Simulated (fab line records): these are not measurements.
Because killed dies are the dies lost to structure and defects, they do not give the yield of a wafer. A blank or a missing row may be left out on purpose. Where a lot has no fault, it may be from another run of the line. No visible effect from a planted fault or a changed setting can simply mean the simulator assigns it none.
Matching of chambers + flow nand harc + 4 sister chambers for NHARC_A_STAIRCASE_TRIM_187 on rie diel-13
The step chemistry O2, time 211.2 s. 4 wafers are shown with their chamber, then 8 later ones without.

== WAFERS PAIRED WITH THEIR CHAMBERS ==
| wafer  | chamber | showerhead plenum p Torr (Torr) |
|--------|---------|---------------------------------|
| L077.6 | 0       | 3.80                            |
| L082.1 | 1       | 3.41                            |
| L082.5 | 3       | 3.64                            |
| L085.2 | 2       | 3.61                            |

== WAFERS WITH NO CHAMBER GIVEN ==
| wafer  | showerhead plenum p Torr (Torr) |
|--------|---------------------------------|
| L085.3 | 3.78                            |
| L085.4 | 3.41                            |
| L086.3 | 3.41                            |
| L086.4 | 3.61                            |
| L086.6 | 3.78                            |
| L089.1 | 3.77                            |
| L089.2 | 3.40                            |
| L089.6 | 3.63                            |

== THE CHAMBER EACH PASSED THROUGH ==
| wafer  | from the rows above     | in truth |
|--------|-------------------------|----------|
| L085.3 | 0                       | 0        |
| L085.4 | 1                       | 1        |
| L086.3 | 1                       | 1        |
| L086.4 | can't be placed: 2 or 3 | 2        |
| L086.6 | 0                       | 0        |
| L089.1 | 0                       | 0        |
| L089.2 | 1                       | 1        |
| L089.6 | can't be placed: 3 or 2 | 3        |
Placed correctly: 6 of 8. From these rows, 2 cannot be placed; in 2 the true chamber is one of the candidates. Placed wrongly: 0.
How it was worked out, from the rows above alone: a wafer's distance from a chamber is the root of the sum, over the readings, of the square of ((its reading less the chamber's mean) divided by the reading's scatter). If the next closest chamber is less than 2 further off than the closest, the wafer can't be placed; otherwise it belongs to the closest. For every chamber, the mean is computed from those of its wafers that are shown. The scatter: root of mean squared gap, hidden wafer to nearest shown wafer, with one shown wafer a chamber.
